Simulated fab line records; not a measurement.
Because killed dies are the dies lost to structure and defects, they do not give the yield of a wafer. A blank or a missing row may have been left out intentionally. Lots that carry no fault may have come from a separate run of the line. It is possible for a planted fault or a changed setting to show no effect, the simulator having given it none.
fab line records	flow n5_finfet
record: lots: 10	wafers: 27	last_day: 18
route steps=1938 shown BEOL_M5@1135 PASSIVATION@1936
lots untouched by any fault: they come from a run of this same line in which no faults occurred
start_h: hours from the record's first day to the start of the lot's first wafer shown	wait_h: time in hours since the lot's previous step	" as in the row above	L1.1+2: a single row standing in for several wafers	- no value, or no start given	* or withheld: withheld	< > ~ a bound
route shown NAME@n: NAME is a module with steps in the file, n the number in the route of the first one	usual: average and standard deviation across the fault-free wafers	same: alike in all rows	chamber/n: place in a boat	sites: readings site by site	_std_site: standard deviation across them	_edge_site: the outer-site mean with the inner-site mean subtracted	radius_mm: how far each site lies from the wafer's centre	mask NAME#n: copy n	behind: tool/chamber where the wafer was last shaped	hold: why the lot was held/for how many hours/how that ended	device: the n, p or np transistor that did not switch	end of line: the route-end tests of the same wafers	step lacking rows: just its recipe	killed: not the wafer's yield, but the dies lost to structure and defects at the first sort	map: dies across one wafer; x = killed, . = not, _ = none there
set.NAME: the setting that was run; set.NAME@STEP: the one run at that earlier step	model.NAME: the simulator's own value behind a step, which no gauge read
the route's steps for a sample of lots (tables are steps, rows are wafers)
services: when a tool's chamber went out of use (start_h, in hours from the record's first day, below 0 if earlier), for how many hours, and the reason
== steps ==
step: N5_BEOL_M5_STRIP_64
recipe: chemistry: CF4	resist: SiARC	power_w: 300	bias_power_w: 75	pressure_mtorr: 50	cf4_flow_sccm: 150	rf_frequency_hz: 6e+07
usual: chamber_pressure_mTorr: 50.00/0.047	drypump_motor_current_A: 5.6/0.43	oes_product_au: 0.78/0.068	power_w: 300.1/0.92	rf_vpp_V: 271.8/1.5	showerhead_plenum_p_Torr: 1.82/0.068	throttle_valve_pct: 13.65/0.29
lot.wafer	tool	chamber	start_h	wait_h	chamber_pressure_mTorr	drypump_motor_current_A	oes_product_au	power_w	rf_hours_counter_h	rf_vpp_V	showerhead_plenum_p_Torr	throttle_valve_pct
L123.1	rie_diel-04	2	171.12	0.0	49.95	5.6	0.69	300.5	204	270.4	1.70	13.87
L123.5	"	0	"	"	49.99	6.3	0.84	298.6	-	271.7	1.81	13.68
L123.6	"	3	"	"	50.07	5.9	0.71	298.5	-	272.8	1.87	14.01
L124.1	rie_diel-04	0	180.03	0.0	50.04	6.3	0.84	300.9	42	270.5	1.81	13.68
L124.4	"	1	"	"	50.06	6.0	0.71	301.8	211	271.3	1.87	13.75
L124.5	"	0	"	"	49.92	6.3	0.84	300.9	-	271.2	1.81	13.69
L128.4	rie_diel-06	2	226.96	0.0	50.03	5.9	0.87	299.9	-	270.6	1.84	13.28
L128.5	"	1	"	"	50.05	5.0	0.86	300.9	-	272.5	1.90	13.05
L128.6	"	0	"	"	49.98	5.9	0.86	300.3	-	273.5	1.90	13.63
L133.1	rie_diel-04	0	240.04	0.0	49.98	6.2	0.81	300.3	61	271.0	1.81	13.73
L133.2	"	2	"	"	49.99	5.6	0.69	301.5	223	268.9	1.70	13.91
L133.4	"	1	"	"	49.94	6.0	0.69	299.9	229	274.4	1.86	13.79
L131.2	rie_diel-06	1	244.03	0.0	50.01	5.0	0.85	300.6	32	273.5	1.90	13.06
L131.5	"	0	"	"	49.90	5.9	0.85	300.4	-	273.4	1.90	13.66
L131.6	"	1	"	"	50.02	5.0	0.85	300.4	-	271.8	1.90	13.06
L139.2	rie_diel-05	2	268.17	0.0	49.97	4.9	0.74	300.2	132	270.9	1.81	13.94
L139.6	"	2	"	"	50.05	4.9	0.74	299.8	-	271.4	1.81	13.94
L140.2	rie_diel-04	3	285.12	0.0	49.94	5.8	0.68	299.0	212	273.2	1.86	14.08
L140.6	"	1	"	"	49.99	6.0	0.68	300.1	-	272.2	1.86	13.81
L142.4	rie_diel-06	2	288.73	0.0	49.99	5.9	0.84	299.2	-	271.5	1.83	13.29
L142.6	"	1	"	"	50.04	5.0	0.83	299.7	-	273.4	1.90	13.10
L144.1	rie_diel-04	0	319.50	0.0	50.05	6.3	0.79	300.0	85	270.6	1.80	13.78
L144.4	"	2	"	"	50.00	5.6	0.67	299.0	-	268.5	1.69	13.95
L144.5	"	0	"	"	49.92	6.3	0.79	301.0	-	272.7	1.80	13.79
L145.3	rie_diel-05	0	322.11	0.0	50.05	5.9	0.82	299.3	77	271.9	1.74	13.48
L145.4	"	0	"	"	49.99	5.9	0.83	299.8	-	269.7	1.74	13.49
L145.5	"	1	"	"	49.95	5.5	0.73	300.3	-	271.2	1.72	13.75
step: N5_BEOL_M5_HM_OPEN_17
recipe: chemistry: Cl2/BCl3	target_depth_a: 200	overetch_a: 60	target: TiN	mask_material: SOC	ion_energy_ev: 150	pressure_mtorr: 10	icp_w: 1000	bias_w: 126	Cl2_flow_sccm: 53.25	bcl3_flow_sccm: 21.75	Ar_flow_sccm: 25
usual: chamber_pressure_mTorr: 10.000/0.01	drypump_motor_current_A: 5.9/0.48	he_backside_leak_sccm: 3.34/0.26	oes_ar_750_au: 0.76/0.1	oes_product_au: 0.66/0.084	throttle_valve_pct: 22.18/0.19
lot.wafer	tool	chamber	start_h	wait_h	chamber_pressure_mTorr	drypump_motor_current_A	he_backside_leak_sccm	oes_ar_750_au	oes_product_au	rf_hours_counter_h	throttle_valve_pct
L123.1	rie_metal-01	1	171.16	0.0	9.991	5.9	3.32	0.61	0.55	102	22.32
L123.5	"	1	"	"	10.013	5.9	3.12	0.62	0.55	-	22.30
L123.6	"	0	"	"	9.998	4.9	3.46	0.72	0.62	-	22.02
L124.1	rie_metal-01	1	180.07	0.0	9.995	5.9	3.29	0.60	0.54	103	22.29
L124.4	"	1	"	"	10.008	5.9	3.48	0.61	0.54	-	22.32
L124.5	"	1	"	"	10.004	5.9	3.31	0.61	0.55	-	22.30
L128.4	rie_metal-02	1	227.08	0.1	9.998	6.1	3.17	0.76	0.65	-	21.98
L128.5	"	1	"	"	10.003	6.1	3.19	0.76	0.65	-	21.98
L128.6	"	1	"	"	10.003	6.1	3.27	0.77	0.64	-	22.00
L133.1	rie_metal-01	1	240.09	0.0	10.005	5.9	3.23	0.60	0.53	108	22.34
L133.2	"	0	"	"	9.990	4.9	3.42	0.71	0.60	80	22.05
L133.4	"	1	"	"	9.992	5.9	5.56	0.60	0.53	-	22.34
L131.2	rie_metal-03	1	244.08	0.0	10.005	6.7	3.35	0.78	0.70	30	22.20
L131.5	"	0	"	"	10.012	5.9	3.39	0.76	0.68	-	22.52
L131.6	"	1	"	"	10.013	6.7	3.40	0.78	0.69	-	22.21
L139.2	rie_metal-02	1	268.21	0.0	10.010	6.1	3.08	0.76	0.65	46	21.99
L139.6	"	0	"	"	10.017	6.0	3.36	0.96	0.80	-	22.18
L140.2	rie_metal-02	1	285.16	0.0	9.981	6.1	3.23	0.75	0.64	48	21.99
L140.6	"	0	"	"	9.987	6.0	3.33	0.94	0.80	-	22.18
L142.4	rie_metal-02	1	288.79	0.1	10.008	6.1	3.27	0.75	0.64	-	21.98
L142.6	"	1	"	"	9.981	6.1	3.26	0.75	0.64	-	21.98
L144.1	rie_metal-02	0	319.54	0.0	9.986	6.0	3.47	0.91	0.79	8	22.19
L144.4	"	1	"	"	9.984	6.1	3.06	0.74	0.64	-	22.00
L144.5	"	0	"	"	10.013	6.0	3.50	0.92	0.79	-	22.17
L145.3	rie_metal-02	1	322.18	0.1	10.004	6.1	3.11	0.74	0.64	-	22.00
L145.4	"	0	"	"	9.979	6.0	3.48	0.91	0.77	-	22.20
L145.5	"	1	"	"	10.015	6.1	3.07	0.74	0.63	-	22.01
step: N5_BEOL_M5_ETCH_67
recipe: chemistry: CF4	target: SiARC	target_depth_a: 156	mask_material: CAR-EUV	time_s: 26	ion_energy_ev: 80	pressure_mtorr: 40	source_w: 545	bias_w: 36	Ar_flow_sccm: 100	cf4_flow_sccm: 100	ends: cleared
usual: chamber_pressure_mTorr: 40.00/0.038	drypump_motor_current_A: 5.6/0.42	etch_rf_on_time_s: 26.1/0.44	oes_product_au: 0.67/0.062	rf_vpp_V: 184.1/1.3	showerhead_plenum_p_Torr: 2.15/0.087	throttle_valve_pct: 15.70/0.25
lot.wafer	tool	chamber	start_h	wait_h	chamber_pressure_mTorr	drypump_motor_current_A	etch_rf_on_time_s	oes_product_au	rf_hours_counter_h	rf_vpp_V	showerhead_plenum_p_Torr	throttle_valve_pct
L123.1	rie_diel-05	0	171.84	0.0	39.93	5.9	25.8	0.77	31	181.9	2.09	15.40
L123.5	"	1	"	"	40.03	5.4	26.4	0.65	-	183.6	2.06	15.66
L123.6	"	2	"	"	39.97	4.9	26.9	0.65	-	185.1	2.16	15.86
L124.1	rie_diel-06	3	182.18	0.0	40.02	5.6	26.3	0.73	60	186.4	2.27	15.47
L124.4	"	2	"	"	40.03	5.8	26.1	0.78	7	184.3	2.20	15.32
L124.5	"	1	"	"	40.00	5.0	25.4	0.78	-	185.8	2.28	15.05
L128.4	rie_diel-05	3	228.37	0.0	40.02	5.2	25.9	0.60	229	182.6	2.03	15.82
L128.5	"	1	"	"	40.01	5.5	26.2	0.64	-	183.1	2.05	15.69
L128.6	"	2	"	"	40.02	4.8	26.2	0.64	-	184.0	2.15	15.92
L133.1	rie_diel-05	3	242.05	0.0	40.03	5.2	25.8	0.60	234	184.1	2.03	15.82
L133.2	"	2	"	"	39.97	4.9	25.9	0.64	126	184.4	2.15	15.91
L133.4	"	1	"	"	40.00	5.5	26.4	0.64	152	183.6	2.05	15.70
L131.2	rie_diel-05	3	245.77	0.0	40.05	5.1	26.1	0.60	235	181.8	2.03	15.83
L131.5	"	1	"	"	39.98	5.5	26.7	0.64	-	183.3	2.05	15.71
L131.6	"	0	"	"	39.97	5.8	26.0	0.74	-	184.4	2.08	15.43
L139.2	rie_diel-05	0	269.04	0.0	40.02	5.8	34.1	0.64	58	183.7	2.08	15.45
L139.6	"	3	"	"	40.04	5.1	34.2	0.52	-	182.5	2.03	15.87
L140.2	rie_diel-05	2	286.15	0.0	39.96	4.9	33.9	0.56	137	184.8	2.15	15.95
L140.6	"	1	"	"	40.01	5.5	34.4	0.55	-	185.6	2.05	15.70
L142.4	rie_diel-05	2	289.91	0.0	39.99	4.9	26.3	0.63	138	183.6	2.15	15.94
L142.6	"	2	"	"	39.95	4.9	34.5	0.55	-	184.2	2.15	15.93
L144.1	rie_diel-06	0	321.78	0.0	39.97	5.9	25.4	0.72	60	185.2	2.27	15.79
L144.4	"	1	"	"	40.01	5.0	25.1	0.72	55	186.3	2.26	15.17
L144.5	"	3	"	"	40.01	5.6	26.3	0.69	-	186.0	2.25	15.55
L145.3	rie_diel-06	0	324.65	0.0	39.94	5.9	25.7	0.72	61	185.7	2.27	15.81
L145.4	"	2	"	"	40.00	5.9	26.0	0.71	51	184.1	2.19	15.40
L145.5	"	1	"	"	40.07	5.0	25.4	0.72	-	186.2	2.26	15.16
step: N5_BEOL_M5_STRIP_36
recipe: chemistry: N2/H2	power_w: 450	temp_c: 40	pressure_mtorr: 20	rf_frequency_hz: 6e+07	overash_fraction: 0.3	bias_power_w: 7	h2_frac: 0.5	n2_flow_sccm: 200	h2_flow_sccm: 200
usual: chamber_pressure_mTorr: 20.00/0.035	drypump_motor_current_A: 5.6/0.42	oes_product_au: 0.78/0.074	power_w: 450.2/1.4	rf_vpp_V: 59.4/1.4	showerhead_plenum_p_Torr: 2.55/0.1	temp_c: 40.01/0.12	throttle_valve_pct: 23.70/0.27
same: overash_fraction: 0.3
lot.wafer	tool	chamber	start_h	wait_h	chamber_pressure_mTorr	drypump_motor_current_A	oes_product_au	power_w	rf_hours_counter_h	rf_vpp_V	showerhead_plenum_p_Torr	temp_c	throttle_valve_pct
L123.1	rie_diel-05	0	172.01	0.0	20.06	5.9	0.90	448.5	31	59.3	2.49	39.90	23.54
L123.5	"	1	"	"	20.01	5.5	0.77	448.1	-	57.6	2.46	39.84	23.89
L123.6	"	2	"	"	20.03	4.9	0.77	449.8	-	61.9	2.57	39.85	24.04
L124.1	rie_diel-06	3	182.36	0.0	20.00	5.6	0.84	451.8	60	59.0	2.69	39.72	23.58
L124.4	"	2	"	"	19.97	5.9	0.91	452.4	7	58.5	2.59	40.08	23.48
L124.5	"	1	"	"	20.06	5.0	0.93	451.5	-	61.3	2.70	39.92	23.01
L128.4	rie_diel-05	3	228.54	0.0	19.99	5.1	0.70	448.7	229	60.3	2.39	39.97	23.77
L128.5	"	1	"	"	20.02	5.5	0.76	447.9	-	59.5	2.45	39.96	23.93
L128.6	"	2	"	"	20.06	4.9	0.77	446.6	-	60.6	2.57	39.99	24.04
L133.1	rie_diel-05	3	242.22	0.0	19.99	5.2	0.70	448.4	234	61.5	2.39	40.13	23.76
L133.2	"	2	"	"	20.05	4.9	0.77	450.4	126	58.4	2.57	40.06	24.08
L133.4	"	1	"	"	19.94	5.5	0.74	448.0	152	59.0	2.45	39.94	23.93
L131.2	rie_diel-05	3	245.94	0.0	20.01	5.2	0.71	451.2	235	58.9	2.39	40.14	23.78
L131.5	"	1	"	"	20.05	5.4	0.75	448.9	-	60.0	2.45	39.97	23.88
L131.6	"	0	"	"	20.05	5.9	0.86	449.3	-	58.3	2.48	40.10	23.57
L139.2	rie_diel-05	0	269.22	0.0	19.99	5.9	0.85	449.9	58	58.2	2.48	39.85	23.59
L139.6	"	3	"	"	19.98	5.1	0.71	451.2	-	56.7	2.39	40.12	23.76
L140.2	rie_diel-05	2	286.32	0.0	20.02	4.9	0.75	447.8	137	58.8	2.56	39.86	24.05
L140.6	"	1	"	"	19.98	5.5	0.74	451.2	-	58.2	2.45	40.16	23.92
L142.4	rie_diel-05	2	290.09	0.0	19.95	4.9	0.75	450.7	139	58.5	2.56	39.99	24.06
L142.6	"	2	"	"	20.02	4.9	0.77	450.2	-	59.9	2.56	39.88	24.06
L144.1	rie_diel-06	0	321.95	0.0	20.07	5.9	0.85	449.8	60	60.1	2.70	40.07	24.09
L144.4	"	1	"	"	20.00	5.0	0.85	450.3	55	57.6	2.68	39.83	23.06
L144.5	"	3	"	"	20.00	5.6	0.80	448.9	-	60.9	2.67	40.16	23.61
L145.3	rie_diel-06	0	324.82	0.0	20.01	5.9	0.84	448.3	61	58.3	2.70	40.04	24.08
L145.4	"	2	"	"	20.02	5.8	0.84	449.5	51	58.5	2.57	39.82	23.50
L145.5	"	1	"	"	20.03	5.0	0.84	448.4	-	60.7	2.68	39.91	23.13
step: N5_PASSIVATION_PROBE_49
usual: defect_limited_yield: 91.3/1.3	killed_at_M0_to_M3: 36/12	killed_at_M4_up: 13/4.6	killed_at_contacts: 13/5.4	killed_at_front_end: 37/10	killed_at_other: 3.6/2.9	killed_dies: 102/15	killed_open: 67/12	killed_short: 33/7.5	sort_bin_5_function: 5.1/0.93	sort_bin_6_memory: 3.2/0.62	sort_n_pass: 1078/15	sort_yield_pct: 91.3/1.3
same: gross_dies: 1180	killed_at_back_side: 0	sort_bin_4_leakage[%]: 0	sort_bin_8_speed[%]: 0
lot.wafer	tool	chamber	start_h	wait_h	defect_limited_yield[%]	killed_at_M0_to_M3	killed_at_M4_up	killed_at_contacts	killed_at_front_end	killed_at_other	killed_dies	killed_open	killed_short	sort_bin_5_function[%]	sort_bin_6_memory[%]	sort_n_pass	sort_yield_pct[%]
L124.1	prober-02	-	278.08	0.0	88.8	47	8	27	49	1	132	90	41	7.2	3.6	1048	88.8
L124.4	prober-02	-	278.23	0.2	93.1	22	8	16	33	3	82	61	20	3.8	3.0	1098	93.1
L124.5	prober-02	-	278.28	0.2	93.8	27	9	10	26	1	73	51	22	3.5	2.5	1107	93.8
L142.4	prober-01	-	400.37	0.2	90.3	47	7	17	42	1	114	75	39	6.1	3.4	1066	90.3
L142.6	prober-01	-	400.47	0.3	91.7	32	15	13	35	3	98	64	33	4.7	3.3	1082	91.7
killed by level:class
L124.1 MOL_CONTACT_COAG:geometric_particle:open=20 BEOL_M0_SAQP:geometric_particle:short=14 BEOL_M0_SAQP:geometric_particle:open=12 STI_FIN_REVEAL:geometric_particle:open=10 FIN_SAQP:geometric_particle:open=9 BEOL_M2:geometric_particle:open=8 MOL_CONTACT_COAG:geometric_particle:short=7 GATE_CUT:geometric_particle:short=6
L124.4 MOL_CONTACT_COAG:geometric_particle:open=15 BEOL_M0_SAQP:geometric_particle:open=8 STI_FIN_REVEAL:geometric_particle:open=6 DUMMY_GATE:geometric_particle:open=5 STARTING-WAFER:geometric_particle:short=5 FIN_SAQP:geometric_particle:open=4 BEOL_M0_SAQP:geometric_particle:short=4 BEOL_M2:geometric_particle:open=4
L124.5 STI_FIN_REVEAL:geometric_particle:open=13 BEOL_M2:geometric_particle:open=9 MOL_CONTACT_COAG:geometric_particle:open=8 BEOL_M0_SAQP:geometric_particle:open=5 BEOL_M0_SAQP:geometric_particle:short=4 BEOL_M3:geometric_particle:open=4 GATE_CUT:geometric_particle:short=3 BEOL_M0:geometric_particle:short=3
L142.4 BEOL_M0_SAQP:geometric_particle:short=14 MOL_CONTACT_COAG:geometric_particle:open=13 BEOL_M0_SAQP:geometric_particle:open=13 FIN_SAQP:geometric_particle:open=11 FIN_SAQP:geometric_particle:short=8 BEOL_M1:geometric_particle:open=7 BEOL_M3:geometric_particle:open=7 MOL_CONTACT_COAG:geometric_particle:short=4
L142.6 MOL_CONTACT_COAG:geometric_particle:open=11 BEOL_M0_SAQP:geometric_particle:open=8 GATE_CUT:geometric_particle:short=6 BEOL_M0_SAQP:geometric_particle:short=5 BEOL_M1:geometric_particle:open=5 BEOL_M3:geometric_particle:open=5 STARTING-WAFER:geometric_particle:open=5 DUMMY_GATE:geometric_particle:short=4
== services ==
tool	chamber	start_h	hours	kind
rie_metal-02	0	175.69	26.6	repair
rie_metal-02	0	202.30	-	clean
rie_metal-02	0	202.30	28.8	scheduled_down
rie_metal-02	0	202.30	28.8	vent_cycle
rie_metal-01	-	222.61	0.1	repair
rie_diel-06	1	231.72	4.9	repair
rie_metal-01	-	271.59	2.8	pm
rie_diel-06	0	280.96	8.9	repair
rie_diel-05	-	292.30	4.3	pm
rie_diel-05	3	304.59	-	clean
rie_diel-05	3	304.59	-	consumable_replace:focus_ring
rie_diel-05	3	304.59	-	consumable_replace:showerhead
rie_diel-05	3	304.59	17.8	scheduled_down
rie_diel-05	3	304.59	17.8	vent_cycle
rie_diel-04	1	306.90	-	clean
rie_diel-04	1	306.90	-	consumable_replace:focus_ring
rie_diel-04	1	306.90	17.6	scheduled_down
rie_diel-04	1	306.90	17.6	vent_cycle
rie_metal-01	1	308.12	-	clean
rie_diel-04	2	324.51	-	clean
rie_diel-04	2	324.51	-	consumable_replace:focus_ring
rie_diel-04	2	324.51	-	consumable_replace:showerhead
rie_diel-04	2	324.51	18.1	scheduled_down
rie_diel-04	2	324.51	18.1	vent_cycle
== key ==
first_sign: step: N5_BEOL_M5_ETCH_67	reading: etch_rf_on_time_s	direction: up	sigmas: 19	usual: *	struck: *
effect: step: N5_BEOL_M5_ETCH_67	reading: oes_product_au	direction: down	sigmas: 1.7	usual: 0.67	struck: 0.56
met_at N5_BEOL_M5_ETCH_67
struck_lots L139,L140,L142
struck_wafers L139.2,L139.6,L140.2,L140.6,L142.6
not_acting_at N5_BEOL_M5_STRIP_64,N5_BEOL_M5_HM_OPEN_17,N5_BEOL_M5_STRIP_36
onset_between 245.77 269.04
fault: kind: process_parameter_drift	tool: rie_diel-05	chamber: -	onset_h: 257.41	steps: N5_BEOL_M5_ETCH_67	channel: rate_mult	offset: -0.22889	shape: step	end_h: 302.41	scope: struck_wafers_only
